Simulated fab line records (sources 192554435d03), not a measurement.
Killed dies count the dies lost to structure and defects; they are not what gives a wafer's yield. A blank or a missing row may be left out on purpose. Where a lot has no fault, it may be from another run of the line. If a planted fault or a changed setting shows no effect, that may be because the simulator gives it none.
Matching of chambers || flow n5 finfet || N5_BEOL_M0_SAQP_ETCH_83 on rie diel-05: 4 sister chambers
The step etches SiARC in CF4, target depth 39 nm, time 65 s. 8 wafers are shown with their chamber, then 7 later ones without.

WAFERS WITH THEIR CHAMBER
{"wafer": "L074.4", "chamber": 0, "throttle valve pct (%)": 15.31, "showerhead plenum p Torr (Torr)": 2.08}
{"wafer": "L075.1", "chamber": 1, "throttle valve pct (%)": 15.77, "showerhead plenum p Torr (Torr)": 2.20}
{"wafer": "L078.2", "chamber": 0, "throttle valve pct (%)": 15.33, "showerhead plenum p Torr (Torr)": 2.07}
{"wafer": "L080.1", "chamber": 1, "throttle valve pct (%)": 15.78, "showerhead plenum p Torr (Torr)": 2.19}
{"wafer": "L080.4", "chamber": 3, "throttle valve pct (%)": 15.82, "showerhead plenum p Torr (Torr)": 2.22}
{"wafer": "L080.5", "chamber": 2, "throttle valve pct (%)": 15.51, "showerhead plenum p Torr (Torr)": 2.13}
{"wafer": "L085.2", "chamber": 3, "throttle valve pct (%)": 15.83, "showerhead plenum p Torr (Torr)": 2.21}
{"wafer": "L085.4", "chamber": 2, "throttle valve pct (%)": 15.52, "showerhead plenum p Torr (Torr)": 2.13}

WAFERS MISSING THEIR CHAMBER
{"wafer": "L085.6", "throttle valve pct (%)": 15.35, "showerhead plenum p Torr (Torr)": 2.07}
{"wafer": "L086.3", "throttle valve pct (%)": 15.79, "showerhead plenum p Torr (Torr)": 2.19}
{"wafer": "L086.4", "throttle valve pct (%)": 15.51, "showerhead plenum p Torr (Torr)": 2.13}
{"wafer": "L086.6", "throttle valve pct (%)": 15.83, "showerhead plenum p Torr (Torr)": 2.21}
{"wafer": "L088.2", "throttle valve pct (%)": 15.36, "showerhead plenum p Torr (Torr)": 2.07}
{"wafer": "L088.4", "throttle valve pct (%)": 15.53, "showerhead plenum p Torr (Torr)": 2.13}
{"wafer": "L088.6", "throttle valve pct (%)": 15.54, "showerhead plenum p Torr (Torr)": 2.13}

WHICH CHAMBER EACH ONE RAN IN
{"wafer": "L085.6", "from the rows above": 0, "in truth": 0}
{"wafer": "L086.3", "from the rows above": 1, "in truth": 1}
{"wafer": "L086.4", "from the rows above": 2, "in truth": 2}
{"wafer": "L086.6", "from the rows above": 3, "in truth": 3}
{"wafer": "L088.2", "from the rows above": 0, "in truth": 0}
{"wafer": "L088.4", "from the rows above": 2, "in truth": 2}
{"wafer": "L088.6", "from the rows above": 2, "in truth": 2}
Placed correctly: 7 of 7. From these rows, 0 cannot be placed. 0 placed wrongly.
How it was worked out, from the rows above alone: a wafer's distance from a chamber is the root of the sum, over the readings, of the square of ((its reading less the chamber's mean) divided by the reading's scatter). If the next closest chamber is less than 2 further off than the closest, the wafer can't be placed; otherwise it belongs to the closest. Each chamber's mean is taken over the wafers shown for it. The scatter is the square root of a quotient: the sum, over the shown wafers, of each reading's squared deviation from its chamber's mean, divided by wafers minus chambers.
